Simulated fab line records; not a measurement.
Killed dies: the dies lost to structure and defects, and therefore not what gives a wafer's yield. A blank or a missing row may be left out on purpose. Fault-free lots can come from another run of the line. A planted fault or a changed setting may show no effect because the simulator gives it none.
fab line records + flow nand-harc
record
- lots=6
- wafers=18
- last-day=33
route steps=1302 shown A_WL_FILL@974 A_CONTACT@983 END@1302
lots untouched by any fault: they come from a run of this same line in which no faults occurred
start-h: hours from the record's opening day to when the first of the lot's shown wafers began + wait-h: hours since the lot's step before + " repeats the value in the row above + L1.1+2: several wafers, shown together as one row + - no value present, or no start provided + * or withheld: withheld + < > ~ a bound
route shown NAME@n: names a module that has steps shown in the file, with the first one's number in the route + usual: average and standard deviation across the fault-free wafers + same: alike in all rows + chamber/n: place in a boat + sites: the reading at each site + _std_site: their standard deviation + _edge_site: the outer-site mean with the inner-site mean subtracted + radius-mm: how far each site lies from the wafer's centre + mask NAME#n: copy n + behind: tool/chamber where the wafer was last shaped + hold: cause of the lot's hold/its duration in hours/its outcome + device: the transistor (n, p or np) that didn't switch + end of line: at the end of the route, the tests of the same wafers + a step given without rows: its recipe and nothing more + killed: dies lost to structure and defects at the first sort, not the wafer's yield + map: shows each die of a wafer: x if killed, . if not, _ if none is there
set.NAME: setting as actually run; set.NAME@STEP: the setting as run at that earlier step + model.NAME: the simulator's own value behind a step, which no gauge read
a table for each step, a row for each wafer; lots at some steps of the route
services: the hour from which a tool's chamber was out of use, counted from the record's first day as start-h (under 0 if before that day), plus the number of hours and why
## steps
# step NHARC_A_WL_FILL_SRD_14
# step NHARC_A_WL_FILL_ALD_19
# recipe
- target-thk-a=20
- pulse-time-s=3
- ald-cycles=100
- temp-c=450
- material=TiN
# usual
- heater-power-w=1089/99
- precursor-pulse-height-rel=1.000/0.02
| lot.wafer | tool         | chamber | start-h | wait-h | heater-power-w | precursor-pulse-height-rel |
|-----------|--------------|---------|---------|--------|----------------|----------------------------|
| L569.3    | ald-metal-03 | 3       | 479.59  | 0.1    | 1011           | 1.029                      |
| L569.4    | "            | 2       | "       | "      | 1234           | 1.004                      |
| L569.6    | "            | 3       | "       | "      | 1036           | 0.986                      |
| L576.4    | ald-metal-02 | 1       | 538.90  | 0.2    | 1077           | 0.979                      |
| L576.5    | "            | 2       | "       | "      | 1033           | 0.951                      |
| L576.6    | "            | 3       | "       | "      | 1169           | 0.996                      |
| L578.3    | ald-metal-02 | 3       | 553.93  | 0.1    | 1135           | 1.003                      |
| L578.1    | "            | 1       | "       | "      | 1109           | 0.982                      |
| L578.5    | "            | 3       | "       | "      | 1154           | 1.011                      |
| L586.4    | ald-metal-03 | 2       | 637.87  | 0.1    | 1248           | 0.997                      |
| L586.1    | "            | 3       | "       | "      | 1063           | 0.998                      |
| L586.5    | "            | 3       | "       | "      | 1081           | 1.009                      |
| L585.2    | ald-metal-02 | 1       | 637.89  | 0.1    | 1129           | 1.024                      |
| L585.1    | "            | 3       | "       | "      | 1114           | 0.987                      |
| L585.6    | "            | 0       | "       | "      | 969            | 0.978                      |
| L591.4    | ald-metal-03 | 1       | 713.99  | 0.1    | 1031           | 0.993                      |
| L591.1    | "            | 2       | "       | "      | 1210           | 1.014                      |
| L591.2    | "            | 3       | "       | "      | 1059           | 1.034                      |
# step NHARC_A_WL_FILL_CVD_20
# recipe
- target-thk-a=1000
- temp-c=400
- pressure-torr=40
- wf6-flow-sccm=40
- h2-flow-sccm=1600
- ar-flow-sccm=1560
- time-s=74
- material=W
# usual
- heater-power-w=776/37
- throttle-valve-pct=7.7/0.3
| lot.wafer | tool     | chamber | start-h | wait-h | heater-power-w | throttle-valve-pct |
|-----------|----------|---------|---------|--------|----------------|--------------------|
| L569.3    | cvd-w-01 | 0       | -       | -      | 795            | 7.5                |
| L569.4    | "        | 1       | "       | "      | 759            | 7.5                |
| L569.6    | "        | 0       | "       | "      | 786            | 7.7                |
| L576.4    | cvd-w-01 | 0       | -       | -      | 791            | 7.5                |
| L576.5    | "        | 0       | "       | "      | 781            | 7.6                |
| L576.6    | "        | 1       | "       | "      | 737            | 7.2                |
| L578.1    | cvd-w-02 | 0       | -       | -      | 710            | 8.0                |
| L578.3    | "        | 1       | "       | "      | 798            | 8.0                |
| L578.5    | "        | 1       | "       | "      | 813            | 8.1                |
| L585.2    | cvd-w-01 | 1       | -       | -      | 798            | 7.5                |
| L585.1    | "        | 0       | "       | "      | 803            | 8.1                |
| L585.6    | "        | 1       | "       | "      | 815            | 7.2                |
| L586.1    | cvd-w-01 | 0       | -       | -      | 783            | 7.6                |
| L586.4    | "        | 0       | "       | "      | 784            | 7.8                |
| L586.5    | "        | 0       | "       | "      | 792            | 7.8                |
| L591.1    | cvd-w-02 | 1       | -       | -      | 738            | 8.1                |
| L591.2    | "        | 0       | "       | "      | 725            | 7.7                |
| L591.4    | "        | 0       | "       | "      | 718            | 7.9                |
# step NHARC_A_WL_FILL_CMP_12
# recipe
- t-overpolish-s=30
- target-thk-nm=100
# usual
- motor-current-A=11.5/1.3
- overpolish-run-s=30.000/0.0086
- time-to-endpoint-s=20.9/2.7
| lot.wafer | tool   | chamber | start-h | wait-h | motor-current-A | overpolish-run-s | time-to-endpoint-s |
|-----------|--------|---------|---------|--------|-----------------|------------------|--------------------|
| L569.4    | cmp-03 | 2       | 479.97  | 0.1    | 12.3            | 30.004           | 18.6               |
| L569.3    | "      | 3       | "       | "      | 11.3            | 29.998           | 17.3               |
| L569.6    | "      | 3       | "       | "      | 11.0            | 29.998           | 18.8               |
| L576.4    | cmp-01 | 0       | 539.25  | 0.1    | 11.1            | 30.003           | 25.2               |
| L576.5    | "      | 3       | "       | "      | 12.7            | 30.014           | 21.5               |
| L576.6    | "      | 0       | "       | "      | 10.9            | 29.994           | 25.1               |
| L578.3    | cmp-01 | 1       | 554.71  | 0.1    | 12.1            | 30.002           | 23.9               |
| L578.1    | "      | 2       | "       | "      | 12.4            | 30.000           | 21.1               |
| L578.5    | "      | 1       | "       | "      | 11.5            | 29.991           | 21.1               |
| L585.1    | cmp-01 | 0       | 638.30  | 0.2    | 10.8            | 29.995           | 23.2               |
| L585.2    | "      | 1       | "       | "      | 12.3            | 30.008           | 22.9               |
| L585.6    | "      | 2       | "       | "      | 12.5            | 30.003           | 21.9               |
| L586.4    | cmp-03 | 3       | 638.44  | 0.1    | 10.7            | 30.011           | 17.9               |
| L586.1    | "      | 0       | "       | "      | 13.1            | 30.010           | 16.2               |
| L586.5    | "      | 2       | "       | "      | 11.5            | 29.988           | 19.4               |
| L591.2    | cmp-03 | 1       | 714.37  | 0.1    | 10.7            | 30.009           | 25.3               |
| L591.4    | "      | 3       | "       | "      | 10.6            | 29.985           | 22.9               |
| L591.1    | "      | 0       | "       | "      | 13.8            | 30.004           | 20.4               |
# step NHARC_A_WL_FILL_SRD_31
# step NHARC_A_WL_FILL_INSPECT_15
# usual
- raw-defect-count=491/120
| lot.wafer | tool              | chamber | start-h | wait-h | raw-defect-count |
|-----------|-------------------|---------|---------|--------|------------------|
| L569.3    | defect-inspect-02 | -       | 480.46  | 0.0    | 453              |
| L569.4    | "                 | -       | "       | "      | 454              |
| L569.6    | "                 | -       | "       | "      | 405              |
| L576.4    | defect-inspect-02 | -       | 539.69  | 0.0    | 515              |
| L576.5    | "                 | -       | "       | "      | 624              |
| L576.6    | "                 | -       | "       | "      | 470              |
| L578.1    | defect-inspect-02 | -       | 555.17  | 0.0    | 491              |
| L578.3    | "                 | -       | "       | "      | 556              |
| L578.5    | "                 | -       | "       | "      | 564              |
| L585.1    | defect-inspect-01 | -       | 638.71  | 0.0    | 407              |
| L585.2    | "                 | -       | "       | "      | 451              |
| L585.6    | "                 | -       | "       | "      | 426              |
| L586.1    | defect-inspect-02 | -       | 638.87  | 0.0    | 484              |
| L586.4    | "                 | -       | "       | "      | 407              |
| L586.5    | "                 | -       | "       | "      | 369              |
| L591.1    | defect-inspect-02 | -       | 714.84  | 0.0    | 558              |
| L591.2    | "                 | -       | "       | "      | 432              |
| L591.4    | "                 | -       | "       | "      | 403              |
# step NHARC_A_CONTACT_DEP_24
# recipe
- target-thk-a=5000
- temp-c=400
- pressure-torr=6.5
- rf-w=900
- teos-flow-sccm=161.4
- flow-sccm=2650
- target-thk-nm=500
- gas=O2
- material=SiO2
# usual
- heater-power-w=520/98
- rf-fwd-power-W=898.6/2.7
- throttle-valve-pct=16.0/0.4
| lot.wafer | tool     | chamber | start-h | wait-h | heater-power-w | rf-fwd-power-W | throttle-valve-pct |
|-----------|----------|---------|---------|--------|----------------|----------------|--------------------|
| L569.3    | pecvd-01 | 2       | 480.59  | 0.1    | 495            | 900.0          | 16.4               |
| L569.4    | "        | 1       | "       | "      | 645            | 900.9          | 16.7               |
| L569.6    | "        | 0       | "       | "      | 590            | 903.8          | 17.0               |
| L576.4    | pecvd-03 | 1       | 539.94  | 0.2    | 713            | 891.4          | 15.6               |
| L576.6    | "        | 2       | "       | "      | 453            | 895.2          | 15.6               |
| L576.5    | "        | 0       | "       | "      | 646            | 897.1          | 16.1               |
| L578.1    | pecvd-02 | 1       | 555.24  | 0.1    | 577            | 900.4          | 16.5               |
| L578.3    | "        | 0       | "       | "      | 464            | 896.9          | 16.2               |
| L578.5    | "        | 1       | "       | "      | 613            | 902.1          | 16.3               |
| L585.2    | pecvd-03 | 2       | 638.84  | 0.1    | 359            | 901.7          | 15.1               |
| L585.1    | "        | 0       | "       | "      | 561            | 895.6          | 15.9               |
| L585.6    | "        | 1       | "       | "      | 772            | 897.8          | 15.6               |
| L586.1    | pecvd-01 | 1       | 639.00  | 0.1    | 596            | 899.6          | 16.1               |
| L586.5    | "        | 1       | "       | "      | 461            | 898.5          | 16.0               |
| L586.4    | "        | 2       | "       | "      | 466            | 898.9          | 16.4               |
| L591.2    | pecvd-03 | 1       | 714.90  | 0.1    | 750            | 898.2          | 15.5               |
| L591.1    | "        | 0       | "       | "      | 655            | 896.8          | 16.3               |
| L591.4    | "        | 0       | "       | "      | 497            | 897.6          | 16.0               |
# step NHARC_A_CONTACT_DEP_28
# recipe
- target-thk-a=70000
- temp-c=400
- material=aC
# usual
- throttle-valve-pct=34.999/0.0092
| lot.wafer | tool       | chamber | start-h | wait-h | throttle-valve-pct |
|-----------|------------|---------|---------|--------|--------------------|
| L569.3    | acl-dep-01 | 0       | 482.60  | 1.5    | 34.988             |
| L569.4    | "          | 0       | "       | "      | 34.987             |
| L569.6    | "          | 0       | 484.79  | 3.7    | 34.990             |
| L576.4    | acl-dep-02 | 0       | 542.49  | 2.2    | 34.993             |
| L576.5    | "          | 0       | "       | "      | 35.001             |
| L576.6    | "          | 0       | "       | "      | 34.993             |
| L578.1    | acl-dep-03 | 0       | 560.32  | 4.5    | 34.995             |
| L578.3    | "          | 0       | 561.73  | 5.9    | 34.996             |
| L578.5    | "          | 0       | 563.14  | 7.3    | 34.991             |
| L585.1    | acl-dep-01 | 0       | 639.39  | 0.1    | 34.987             |
| L585.2    | "          | 0       | "       | "      | 35.011             |
| L585.6    | "          | 0       | 642.86  | 3.5    | 35.006             |
| L586.1    | acl-dep-02 | 0       | 639.54  | 0.1    | 35.006             |
| L586.4    | "          | 0       | 641.69  | 2.2    | 34.993             |
| L586.5    | "          | 0       | "       | "      | 35.009             |
| L591.1    | acl-dep-03 | 0       | 715.51  | 0.1    | 35.005             |
| L591.2    | "          | 0       | "       | "      | 34.994             |
| L591.4    | "          | 0       | 717.63  | 2.2    | 34.988             |
# step NHARC_A_CONTACT_DEP_29
# recipe
- target-thk-a=1000
- target-thk-nm=100
- temp-c=400
- pressure-torr=3.5
- flow-sccm=200
- rf-w=350
- material=SiON
# usual
- heater-power-w=714/99
- rf-fwd-power-W=348.5/1.1
| lot.wafer | tool     | chamber | start-h | wait-h | heater-power-w | rf-fwd-power-W |
|-----------|----------|---------|---------|--------|----------------|----------------|
| L569.3    | pecvd-01 | 1       | 485.60  | 2.3    | 831            | 346.9          |
| L569.4    | "        | 2       | "       | "      | 641            | 349.1          |
| L569.6    | "        | 1       | "       | "      | 819            | 348.2          |
| L576.6    | pecvd-02 | 1       | 544.74  | 0.1    | 783            | 349.9          |
| L576.4    | "        | 2       | "       | "      | 658            | 347.6          |
| L576.5    | "        | 0       | "       | "      | 605            | 348.8          |
| L578.1    | pecvd-02 | 1       | 564.57  | 3.5    | 670            | 350.1          |
| L578.3    | "        | 0       | "       | "      | 681            | 346.9          |
| L578.5    | "        | 0       | "       | "      | 683            | 347.5          |
| L585.1    | pecvd-02 | 2       | 643.57  | 3.5    | 728            | 292.9          |
| L585.2    | "        | 0       | "       | "      | 667            | 292.4          |
| L585.6    | "        | 0       | "       | "      | 676            | 291.0          |
| L586.1    | pecvd-02 | 0       | 643.93  | 3.7    | 766            | 293.6          |
| L586.5    | "        | 1       | "       | "      | 757            | 291.3          |
| L586.4    | "        | 0       | "       | "      | 622            | 292.8          |
| L591.2    | pecvd-03 | 1       | 719.77  | 2.8    | 952            | 349.5          |
| L591.1    | "        | 0       | "       | "      | 803            | 348.4          |
| L591.4    | "        | 2       | "       | "      | 625            | 349.4          |
# step NHARC_A_CONTACT_DEHYDRATE_32
# recipe
- temp-c=150
- time-s=120
# step NHARC_END_SORT_01
# recipe
- temp-c=25
# usual
- killed-at-array=57/19
- killed-at-other=0.9/1.1
- killed-at-periphery=4.0/2.6
- killed-dies=62/19
- killed-open=3.3/1.8
- killed-short=2.4/1.7
# same
- gross-dies=677
| lot.wafer | tool      | chamber | start-h | wait-h | killed-at-array | killed-at-other | killed-at-periphery | killed-dies | killed-open | killed-short |
|-----------|-----------|---------|---------|--------|-----------------|-----------------|---------------------|-------------|-------------|--------------|
| L576.4    | prober-02 | 0       | 620.65  | 3.4    | 72              | 3               | 4                   | 79          | 5           | 6            |
| L576.5    | prober-02 | 0       | 621.46  | 3.7    | 83              | 2               | 1                   | 86          | 3           | 3            |
| L576.6    | prober-02 | 0       | 622.26  | 4.0    | 81              | 3               | 3                   | 87          | 9           | 3            |
| L586.1    | prober-02 | 0       | 718.63  | 2.5    | 54              | 0               | 3                   | 57          | 1           | 0            |
| L586.4    | prober-02 | 0       | 721.06  | 3.4    | 54              | 0               | 4                   | 58          | 4           | 0            |
| L586.5    | prober-02 | 0       | 721.87  | 3.7    | 76              | 0               | 3                   | 79          | 3           | 5            |
# killed by level:class
L576.4 A_CHANNEL_HOLE_D2:chamber-film-flake=28 A_SLIT:chamber-film-flake=23 A_CONTACT:chamber-film-flake=5 A_BONDPAD:chamber-film-flake=3 THIN_TSV:chamber-film-flake=3 P_M0:geometric-particle:open=2 A_WL_FILL:geometric-particle:short=2 A_CHANNEL_FILL_D2:chamber-film-flake=2
L576.5 A_SLIT:chamber-film-flake=34 A_CHANNEL_HOLE_D2:chamber-film-flake=31 A_CONTACT:chamber-film-flake=7 A_SGD_CUT:geometric-particle:open=2 A_WL_FILL:chamber-film-flake=2 A_BONDPAD:chamber-film-flake=2 THIN_TSV:chamber-film-flake=2 P_M0:geometric-particle:open=1
L576.6 A_CHANNEL_HOLE_D2:chamber-film-flake=39 A_SLIT:chamber-film-flake=15 A_CHANNEL_HOLE_D1:chamber-film-flake=5 A_CHANNEL_FILL_D2:chamber-film-flake=5 A_CONTACT:chamber-film-flake=5 A_WL_FILL:geometric-particle:open=2 A_BLC:geometric-particle:open=2 A_BONDPAD:chamber-film-flake=2
L586.1 A_CHANNEL_HOLE_D1:chamber-film-flake=24 A_CHANNEL_HOLE_D2:chamber-film-flake=16 A_CONTACT:chamber-film-flake=5 A_SLIT:chamber-film-flake=4 P_M2:chamber-film-flake=2 A_STAIRCASE:chamber-film-flake=2 A_M1:geometric-particle:open=1 P_ZERO_WELL:chamber-film-flake=1
L586.4 A_CHANNEL_HOLE_D1:chamber-film-flake=22 A_CHANNEL_HOLE_D2:chamber-film-flake=15 A_SLIT:chamber-film-flake=7 A_STAIRCASE:chamber-film-flake=3 A_CONTACT:chamber-film-flake=2 P_M0:geometric-particle:open=1 P_M1:geometric-particle:open=1 A_CHANNEL_FILL_D1:geometric-particle:open=1
L586.5 A_CHANNEL_HOLE_D1:chamber-film-flake=36 A_CHANNEL_HOLE_D2:chamber-film-flake=13 A_SLIT:chamber-film-flake=8 A_CONTACT:chamber-film-flake=7 A_DECK1_JOINT:chamber-film-flake=3 A_STAIRCASE:chamber-film-flake=3 A_ONON_D1:geometric-particle:short=2 P_GATE:geometric-particle:short=1
## services
| tool         | chamber | start-h | hours | kind   |
|--------------|---------|---------|-------|--------|
| cmp-03       | -       | 456.13  | 4.0   | pm     |
| pecvd-02     | -       | 470.43  | 0.4   | repair |
| cvd-w-01     | -       | 475.55  | 1.4   | repair |
| cmp-01       | -       | 479.67  | 4.0   | pm     |
| cmp-03       | -       | 484.04  | 2.1   | repair |
| pecvd-01     | -       | 492.00  | 13.0  | pm     |
| pecvd-01     | 2       | 518.88  | 11.2  | repair |
| cvd-w-01     | -       | 547.38  | 13.0  | pm     |
| pecvd-03     | -       | 547.40  | 13.0  | pm     |
| cmp-03       | -       | 554.13  | 4.0   | pm     |
| ald-metal-03 | -       | 568.00  | 10.0  | pm     |
| cmp-01       | -       | 577.67  | 4.0   | pm     |
| cmp-01       | -       | 583.25  | 4.4   | repair |
| pecvd-03     | -       | 585.71  | 0.4   | repair |
| pecvd-03     | 1       | 586.47  | 11.7  | repair |
| pecvd-02     | -       | 589.47  | 13.0  | pm     |
| pecvd-03     | -       | 590.18  | 0.5   | repair |
| ald-metal-02 | 2       | 592.55  | 27.6  | repair |
| pecvd-02     | -       | 611.45  | 1.0   | repair |
| cvd-w-01     | -       | 635.98  | 0.5   | repair |
| pecvd-02     | 0       | 662.84  | 4.3   | repair |
| pecvd-03     | -       | 673.00  | 0.7   | repair |
| pecvd-02     | -       | 684.55  | 1.9   | repair |
| pecvd-02     | -       | 690.25  | 1.0   | repair |
## key
first-sign
- step=NHARC_A_CONTACT_DEP_29
- reading=rf-fwd-power-W
- direction=down
- sigmas=50
- usual=*
- struck=*
effect none on later readings
met-at NHARC_A_CONTACT_DEP_29
struck-wafers L585.1,L585.2,L585.6,L586.1,L586.4,L586.5
tester-left-out L585,L586
onset-between 564.57 643.57
fault
- kind=process-parameter-drift
- tool=pecvd-02
- chamber=-
- onset-h=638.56
- steps=NHARC_A_CONTACT_DEP_29
- channel=rf-w
- offset=*
- shape=step
- end-h=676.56
- acts-in=*
- stated=*
# tester-left-out: of these lots the tester's yield and bins aren't shown, on N5 and GAA mostly nor the transistor test; their killed dies are dies lost to structure and defects alone, not to doping, threshold or leakage, so they don't give the yield
